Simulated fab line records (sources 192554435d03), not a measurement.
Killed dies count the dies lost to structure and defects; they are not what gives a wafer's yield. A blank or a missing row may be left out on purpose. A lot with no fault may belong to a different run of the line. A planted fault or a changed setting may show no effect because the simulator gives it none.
fab line records    flow n5-finfet    part 2 of 2: steps 4 to 6 of 6
record lots=23  wafers=69  last-day=18
route steps=1938 shown BEOL_M1@769
lots untouched by any fault: they come from a run of this same line in which no faults occurred
start-h: hours from the record's first day to the start of the lot's first wafer shown    wait-h: how many hours have passed since the lot's step before this one    " repeats the value in the row above    L1.1+2: a single row standing in for several wafers    - either no value or no given start    * or withheld: withheld    < > ~ a bound
route shown NAME@n: a module of which the file shows steps, and the number in the route of the first    usual: mean and standard deviation over wafers with no fault    same: alike in all rows    chamber/n: place in a boat    sites: the reading at each site    _std_site: their standard deviation    _edge_site: outer sites' mean less inner sites'    radius-mm: for every site, how far away it sits from the centre of the wafer    mask NAME#n: copy n    behind: the last tool/chamber to shape the wafer    hold: why the lot was held/for how many hours/how that ended    device: whichever transistor did not switch (one of n, p or np)    end of line: tests run on the same wafers once the route is complete    for a step that has no rows: nothing shown but its recipe    killed: at the first sort, the dies lost to defects and structure; wafer yield is something else    map: shows each die of a wafer: x if killed, . if not, _ if none is there
set.NAME: the setting the step ran with; set.NAME@STEP: the setting that earlier step ran with    model.NAME: the simulator's own value behind a step, which no gauge read
route steps across a sampled set of lots; one table per step, one row per wafer
services: the hour from which a tool's chamber was out of use, counted from the record's first day as start-h (under 0 if before that day), plus the number of hours and why
## steps
# step N5_BEOL_M1_ETCH_41
# recipe chemistry=CH3F/O2  target=SiCN  target-depth-a=319  taper-deg=2  time-s=57.8  ion-energy-ev=120  mask-material=TiN  pressure-mtorr=30  source-w=395  bias-w=75  Ar_flow_sccm=150  CH3F_flow_sccm=30  O2_flow_sccm=20
# usual drypump-motor-current-A=5.6/0.38  oes-product-au=0.78/0.093  rf-vpp-V=297.3/1.6  showerhead-plenum-p-Torr=2.00/0.06  throttle-valve-pct=16.37/0.21
lot.wafer  tool         chamber  start-h  wait-h  drypump-motor-current-A  oes-product-au  rf-hours-counter-h  rf-vpp-V  showerhead-plenum-p-Torr  throttle-valve-pct
L074.1     rie-diel-04  2        -        -       5.7                      0.73            147                 294.9     1.92                      16.25
L074.5     "            2        "        "       5.7                      0.73            -                   296.7     1.92                      16.27
L074.6     "            1        "        "       5.0                      0.69            -                   298.5     1.97                      16.56
L075.3     rie-diel-02  3        -        -       5.7                      0.92            26                  300.5     2.10                      16.34
L075.4     "            0        "        "       4.7                      0.69            -                   297.7     2.00                      16.72
L075.6     "            3        "        "       5.7                      0.92            -                   301.6     2.10                      16.35
L076.1     rie-diel-06  1        -        -       5.4                      0.88            52                  297.8     1.96                      16.50
L076.3     "            0        "        "       5.5                      0.77            144                 299.7     2.10                      16.39
L076.5     "            3        "        "       5.2                      0.89            -                   300.3     2.12                      16.03
L077.1     rie-diel-02  0        -        -       4.8                      0.69            224                 296.7     2.00                      16.74
L077.4     "            2        "        "       5.8                      0.98            3                   295.3     1.98                      15.95
L077.5     "            0        "        "       4.7                      0.69            -                   296.0     2.00                      16.73
L079.2     rie-diel-02  3        -        -       5.7                      0.92            32                  300.2     2.10                      16.34
L079.3     "            2        "        "       5.8                      0.98            6                   296.5     1.98                      15.96
L079.6     "            0        "        "       4.7                      0.70            -                   296.9     2.00                      16.74
L080.3     rie-diel-04  0        -        -       5.6                      0.88            48                  297.5     1.97                      16.24
L080.5     "            2        "        "       5.7                      0.73            -                   295.6     1.91                      16.29
L080.6     "            1        "        "       5.0                      0.69            -                   297.5     1.97                      16.58
L081.1     rie-diel-06  2        -        -       6.1                      0.79            126                 296.9     1.99                      16.21
L081.3     "            1        "        "       5.4                      0.87            59                  295.6     1.96                      16.50
L081.6     "            0        "        "       5.6                      0.76            -                   297.8     2.09                      16.40
L083.1     rie-diel-02  1        -        -       6.0                      0.72            202                 295.7     1.98                      16.45
L083.2     "            0        "        "       4.7                      0.69            234                 297.9     2.00                      16.74
L083.3     "            3        "        "       5.7                      0.91            39                  299.8     2.10                      16.37
L082.1     rie-diel-04  0        -        -       5.6                      0.86            52                  297.3     1.97                      16.25
L082.4     "            1        "        "       5.0                      0.68            225                 297.2     1.97                      16.59
L082.5     "            0        "        "       5.6                      0.87            -                   293.9     1.97                      16.24
L084.2     rie-diel-02  0        -        -       4.7                      0.68            240                 298.0     1.99                      16.75
L084.4     "            1        "        "       6.0                      0.71            209                 296.7     1.97                      16.46
L084.5     "            3        "        "       5.7                      0.88            -                   300.4     2.10                      16.37
L085.1     rie-diel-04  0        -        -       5.7                      0.85            61                  296.5     1.96                      16.26
L085.3     "            1        "        "       5.0                      0.67            234                 297.1     1.97                      16.61
L085.6     "            2        "        "       5.7                      0.72            -                   294.8     1.91                      16.32
L086.1     rie-diel-04  2        -        -       5.7                      0.73            174                 295.9     1.91                      16.32
L086.3     "            1        "        "       5.0                      0.67            236                 297.1     1.96                      16.60
L086.4     "            3        "        "       5.4                      0.71            206                 299.9     2.07                      16.47
L087.1     rie-diel-02  0        -        -       4.8                      0.68            243                 295.6     1.99                      16.76
L087.2     "            2        "        "       5.8                      0.93            21                  297.1     1.97                      16.00
L087.5     "            2        "        "       5.8                      0.93            -                   297.7     1.97                      15.98
L088.3     rie-diel-04  0        -        -       5.6                      0.84            64                  295.1     1.96                      16.25
L088.4     "            2        "        "       5.7                      0.71            175                 295.3     1.91                      16.31
L088.5     "            1        "        "       5.0                      0.66            -                   295.1     1.96                      16.61
L089.2     rie-diel-02  3        -        -       5.7                      0.88            50                  298.8     2.10                      16.38
L089.3     "            1        "        "       5.9                      0.71            213                 297.1     1.97                      16.47
L089.5     "            1        "        "       5.9                      0.70            -                   295.5     1.97                      16.46
L090.2     rie-diel-02  0        -        -       4.8                      0.68            247                 296.4     1.99                      16.77
L090.5     "            2        "        "       5.8                      0.92            -                   297.1     1.97                      15.99
L090.6     "            3        "        "       5.7                      0.87            -                   300.2     2.10                      16.39
L091.2     rie-diel-04  2        -        -       5.7                      0.71            180                 296.2     1.91                      16.34
L091.5     "            2        "        "       5.7                      0.71            -                   296.1     1.91                      16.32
L091.6     "            1        "        "       5.0                      0.66            -                   296.5     1.96                      16.61
L092.1     rie-diel-02  3        -        -       5.7                      0.86            56                  299.6     2.09                      16.40
L092.2     "            1        "        "       6.0                      0.70            219                 297.2     1.97                      16.49
L092.5     "            1        "        "       6.0                      0.70            -                   298.2     1.97                      16.48
L093.3     rie-diel-02  1        -        -       6.0                      0.70            221                 295.1     1.97                      16.48
L093.4     "            2        "        "       5.8                      0.91            -                   296.2     1.97                      16.00
L093.6     "            1        "        "       6.0                      0.70            -                   296.7     1.97                      16.47
L094.3     rie-diel-02  2        -        -       5.8                      0.90            34                  296.3     1.97                      16.00
L094.4     "            2        "        "       5.8                      0.90            -                   296.5     1.97                      16.03
L094.5     "            3        "        "       5.7                      0.86            -                   299.2     2.09                      16.40
L095.1     rie-diel-06  0        -        -       5.6                      0.73            176                 299.8     2.08                      16.45
L095.4     "            3        "        "       5.2                      0.84            59                  299.6     2.11                      16.08
L095.6     "            2        "        "       6.1                      0.77            -                   297.2     1.98                      16.23
L096.2     rie-diel-02  0        -        -       4.7                      0.98            3                   295.9     1.99                      16.30
L096.3     "            2        "        "       5.8                      0.89            38                  296.7     1.97                      16.01
L096.4     "            1        "        "       6.0                      0.69            228                 296.4     1.97                      16.50
L097.1     rie-diel-06  2        -        -       6.1                      0.76            157                 298.3     1.98                      16.26
L097.3     "            1        "        "       5.4                      0.82            90                  297.1     1.95                      16.57
L097.6     "            0        "        "       5.6                      0.72            -                   296.6     2.08                      16.46
# step N5_BEOL_M1_ANNEAL_49
# recipe temp-c=400  time-s=240  ambient=vacuum
# usual heater-power-w=802/88
lot.wafer  tool            chamber  start-h  wait-h  heater-power-w
L074.1     pvd-sputter-03  -        125.93   0.0     723
L074.5     "               -        "        "       712
L074.6     "               -        "        "       691
L075.3     pvd-sputter-03  -        132.40   0.0     786
L075.4     "               -        "        "       730
L075.6     "               -        "        "       923
L076.1     pvd-sputter-02  -        142.17   0.0     662
L076.3     "               -        "        "       870
L076.5     "               -        "        "       836
L077.1     pvd-sputter-03  -        147.01   0.0     811
L077.4     "               -        "        "       699
L077.5     "               -        "        "       728
L079.2     pvd-sputter-01  -        155.04   0.0     879
L079.3     "               -        "        "       920
L079.6     "               -        "        "       902
L080.3     pvd-sputter-02  -        168.24   0.0     885
L080.5     "               -        "        "       899
L080.6     "               -        "        "       690
L081.1     pvd-sputter-01  -        172.87   0.0     834
L081.3     "               -        "        "       912
L081.6     "               -        "        "       912
L083.1     pvd-sputter-01  -        181.25   0.0     922
L083.2     "               -        "        "       816
L083.3     "               -        "        "       860
L082.1     pvd-sputter-03  -        181.49   0.0     942
L082.4     "               -        "        "       725
L082.5     "               -        "        "       951
L084.2     pvd-sputter-01  -        204.65   0.1     870
L084.4     "               -        "        "       807
L084.5     "               -        "        "       862
L085.1     pvd-sputter-01  -        209.53   0.1     747
L085.3     "               -        "        "       850
L085.6     "               -        "        "       757
L086.1     pvd-sputter-03  -        214.33   0.0     942
L086.3     "               -        "        "       705
L086.4     "               -        "        "       740
L087.1     pvd-sputter-02  -        214.70   0.0     857
L087.2     "               -        "        "       687
L087.5     "               -        "        "       679
L088.3     pvd-sputter-03  -        217.17   0.0     702
L088.4     "               -        "        "       726
L088.5     "               -        "        "       695
L089.2     pvd-sputter-03  -        219.01   0.0     942
L089.3     "               -        "        "       787
L089.5     "               -        "        "       722
L090.2     pvd-sputter-02  -        225.68   0.0     899
L090.5     "               -        "        "       802
L090.6     "               -        "        "       672
L091.2     pvd-sputter-02  -        229.26   0.0     682
L091.5     "               -        "        "       830
L091.6     "               -        "        "       690
L092.1     pvd-sputter-03  -        238.71   0.0     951
L092.2     "               -        "        "       711
L092.5     "               -        "        "       729
L093.3     pvd-sputter-03  -        243.72   0.0     805
L093.4     "               -        "        "       702
L093.6     "               -        "        "       719
L094.3     pvd-sputter-01  -        252.51   0.0     869
L094.4     "               -        "        "       732
L094.5     "               -        "        "       866
L095.1     pvd-sputter-03  -        252.69   0.0     716
L095.4     "               -        "        "       944
L095.6     "               -        "        "       821
L096.2     pvd-sputter-03  -        267.09   0.0     945
L096.3     "               -        "        "       810
L096.4     "               -        "        "       691
L097.1     pvd-sputter-03  -        278.53   0.0     788
L097.3     "               -        "        "       691
L097.6     "               -        "        "       819
# step N5_BEOL_M1_SPUTTER_92
# recipe material=Cu  target-thk-a=45  temp-c=-20  chamber-pressure-pa=0.07  power-w=withheld  time-s=8.29
# usual throttle-valve-pct=29.9/1.1
lot.wafer  tool            chamber  start-h  wait-h  throttle-valve-pct
L074.1     pvd-sputter-03  -        127.17   0.1     31.7
L074.5     "               -        "        "       31.7
L074.6     "               -        "        "       28.3
L075.3     pvd-sputter-03  -        133.64   0.1     29.9
L075.4     "               -        "        "       31.6
L075.6     "               -        "        "       28.6
L076.1     pvd-sputter-02  -        143.41   0.1     31.6
L076.3     "               -        "        "       28.6
L076.5     "               -        "        "       29.9
L077.1     pvd-sputter-03  -        148.25   0.1     29.7
L077.4     "               -        "        "       28.3
L077.5     "               -        "        "       31.9
L079.2     pvd-sputter-01  -        156.28   0.1     29.6
L079.3     "               -        "        "       30.8
L079.6     "               -        "        "       31.0
L080.3     pvd-sputter-02  -        169.48   0.1     28.9
L080.5     "               -        "        "       28.8
L080.6     "               -        "        "       31.5
L081.1     pvd-sputter-01  -        174.26   0.1     30.2
L081.3     "               -        "        "       31.2
L081.6     "               -        "        "       31.2
L083.1     pvd-sputter-01  -        182.65   0.1     30.9
L083.2     "               -        "        "       29.8
L083.3     "               -        "        "       29.5
L082.1     pvd-sputter-03  -        182.73   0.1     28.6
L082.4     "               -        "        "       32.1
L082.5     "               -        "        "       28.6
L084.2     pvd-sputter-01  -        207.13   0.1     29.7
L084.4     "               -        "        "       29.7
L084.5     "               -        "        "       29.4
L085.1     pvd-sputter-01  -        212.01   0.1     29.8
L085.3     "               -        "        "       29.6
L085.6     "               -        "        "       29.8
L086.1     pvd-sputter-03  -        215.57   0.1     28.8
L086.3     "               -        "        "       28.3
L086.4     "               -        "        "       31.8
L087.1     pvd-sputter-02  -        215.94   0.1     29.7
L087.2     "               -        "        "       31.8
L087.5     "               -        "        "       31.4
L088.3     pvd-sputter-03  -        218.41   0.1     28.5
L088.4     "               -        "        "       31.8
L088.5     "               -        "        "       28.7
L089.2     pvd-sputter-03  -        220.25   0.1     28.7
L089.3     "               -        "        "       29.7
L089.5     "               -        "        "       31.7
L090.2     pvd-sputter-02  -        226.92   0.1     29.0
L090.5     "               -        "        "       29.8
L090.6     "               -        "        "       31.5
L091.2     pvd-sputter-02  -        230.50   0.1     31.4
L091.5     "               -        "        "       29.9
L091.6     "               -        "        "       31.8
L092.1     pvd-sputter-03  -        239.95   0.1     28.6
L092.2     "               -        "        "       31.9
L092.5     "               -        "        "       31.8
L093.3     pvd-sputter-03  -        244.96   0.1     29.7
L093.4     "               -        "        "       28.5
L093.6     "               -        "        "       31.8
L094.3     pvd-sputter-01  -        253.75   0.1     29.6
L094.4     "               -        "        "       29.8
L094.5     "               -        "        "       29.6
L095.1     pvd-sputter-03  -        253.93   0.1     31.6
L095.4     "               -        "        "       28.7
L095.6     "               -        "        "       29.8
L096.2     pvd-sputter-03  -        268.33   0.1     28.6
L096.3     "               -        "        "       29.8
L096.4     "               -        "        "       28.7
L097.1     pvd-sputter-03  -        279.77   0.1     29.6
L097.3     "               -        "        "       28.6
L097.6     "               -        "        "       29.6
## services
tool            chamber  start-h  hours  kind
rie-diel-02     3        98.29    13.9   repair
rie-diel-02     -        99.37    0.4    repair
rie-diel-02     2        112.20   -      clean
rie-diel-02     2        112.20   -      consumable-replace:focus-ring
rie-diel-02     2        112.20   20.4   scheduled-down
rie-diel-02     2        112.20   20.4   vent-cycle
rie-diel-04     -        115.63   0.3    repair
pvd-sputter-01  -        133.40   2.5    repair
rie-diel-06     3        176.37   19.3   repair
rie-diel-04     0        222.79   11.3   repair
rie-diel-04     2        228.08   2.4    repair
rie-diel-02     0        234.65   -      clean
rie-diel-02     0        234.65   -      consumable-replace:focus-ring
rie-diel-02     0        234.65   19.3   scheduled-down
rie-diel-02     0        234.65   19.3   vent-cycle
rie-diel-04     1        249.86   -      clean
rie-diel-04     1        249.86   -      consumable-replace:focus-ring
rie-diel-04     1        249.86   12.2   scheduled-down
rie-diel-04     1        249.86   12.2   vent-cycle
